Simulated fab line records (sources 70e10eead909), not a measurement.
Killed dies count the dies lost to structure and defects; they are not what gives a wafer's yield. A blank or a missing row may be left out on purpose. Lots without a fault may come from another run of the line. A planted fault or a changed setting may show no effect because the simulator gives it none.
Which tool is to blame? || flow nandHarc || Sampling: 6 lots, 18 wafers, 5 of 1302 route steps

## WHAT THE GAUGES READ, wafer by wafer
NHARC_END_SORT_01.
lot || measured || on || killedAtArray

## EACH LOT AND THE TOOL THAT RAN IT (in order: tool; ch and the chambers of the sampled wafers; start)
{"lot": "L513", "NHARC_A_STAIRCASE_TRIM_26": "rieDiel-04 ch 0,1,3, day 16 18:44 or earlier", "NHARC_A_STAIRCASE_ETCH_188": "rieDiel-04 ch 1,2, day 16 18:44 or earlier", "NHARC_A_STAIRCASE_TRIM_189": "rieDiel-04 ch 0,2,3, day 16 18:44 or earlier", "NHARC_A_STAIRCASE_ETCH_199": "rieDiel-04 ch 2,3, day 16 18:44"}
{"lot": "L514", "NHARC_A_STAIRCASE_TRIM_26": "rieDiel-11 ch 0,3, day 17 13:28 or earlier", "NHARC_A_STAIRCASE_ETCH_188": "rieDiel-05 ch 1,3, day 17 13:28 or earlier", "NHARC_A_STAIRCASE_TRIM_189": "rieDiel-05 ch 2,3, day 17 13:28 or earlier", "NHARC_A_STAIRCASE_ETCH_199": "rieDiel-05 ch 2,3, day 17 13:28"}
{"lot": "L517", "NHARC_A_STAIRCASE_TRIM_26": "rieDiel-05 ch 0,1,3, day 18 23:29 or earlier", "NHARC_A_STAIRCASE_ETCH_188": "rieDiel-11 ch 1,2,3, day 18 23:29 or earlier", "NHARC_A_STAIRCASE_TRIM_189": "rieDiel-11 ch 0,3, day 18 23:29 or earlier", "NHARC_A_STAIRCASE_ETCH_199": "rieDiel-11 ch 0,1, day 18 23:29"}
{"lot": "L526", "NHARC_A_STAIRCASE_TRIM_26": "rieDiel-11 ch 0,1,2, day 22 13:52 or earlier", "NHARC_A_STAIRCASE_ETCH_188": "rieDiel-11 ch 1,2, day 22 13:52 or earlier", "NHARC_A_STAIRCASE_TRIM_189": "rieDiel-11 ch 0,1, day 22 13:52 or earlier", "NHARC_A_STAIRCASE_ETCH_199": "rieDiel-11 ch 0,1,3, day 22 13:52"}
{"lot": "L530", "NHARC_A_STAIRCASE_TRIM_26": "rieDiel-11 ch 0,1,2, day 24 01:10 or earlier", "NHARC_A_STAIRCASE_ETCH_188": "rieDiel-05 ch 0,1,2, day 24 01:10 or earlier", "NHARC_A_STAIRCASE_TRIM_189": "rieDiel-05 ch 0,1,3, day 24 01:10 or earlier", "NHARC_A_STAIRCASE_ETCH_199": "rieDiel-11 ch 1,2,3, day 24 01:10"}
{"lot": "L532", "NHARC_A_STAIRCASE_TRIM_26": "rieDiel-04 ch 0,2, day 25 21:57 or earlier", "NHARC_A_STAIRCASE_ETCH_188": "rieDiel-04 ch 0,1,2, day 25 21:57 or earlier", "NHARC_A_STAIRCASE_TRIM_189": "rieDiel-04 ch 2,3, day 25 21:57 or earlier", "NHARC_A_STAIRCASE_ETCH_199": "rieDiel-04 ch 2,3, day 25 21:57"}
- NHARC_A_STAIRCASE_TRIM_26: chemistry O2, time 211.2 s.
- NHARC_A_STAIRCASE_ETCH_188: etches the open film in C4F8/O2, target depth 100 nm, time 40.5 s.
- NHARC_A_STAIRCASE_TRIM_189: chemistry O2, time 211.2 s.
- NHARC_A_STAIRCASE_ETCH_199: etches the open film in C4F8/O2, target depth 100 nm, time 40.5 s.

## THE ANSWER, worked out from the rows above alone
Rule: the usual values come from the lots themselves. Put in order of their means at a reading, lots are off if they are a third of the lots or fewer, leave a main group of 4 or more, and stand apart from it by a gap of 3 or more times the standard deviation of the main group's means; of several such gaps the widest counts. If all means in a main group match to the digits the tables above print for the reading, that group is not used. A lot without any number at a reading at which 4 lots or more have one is off too. Where the step has rows for the other lots, those lots are counted as sound.
Across all readings shown, no lot is off: no conclusion can be drawn from this.

## WHAT HAD BEEN PUT IN BY THE SIMULATOR
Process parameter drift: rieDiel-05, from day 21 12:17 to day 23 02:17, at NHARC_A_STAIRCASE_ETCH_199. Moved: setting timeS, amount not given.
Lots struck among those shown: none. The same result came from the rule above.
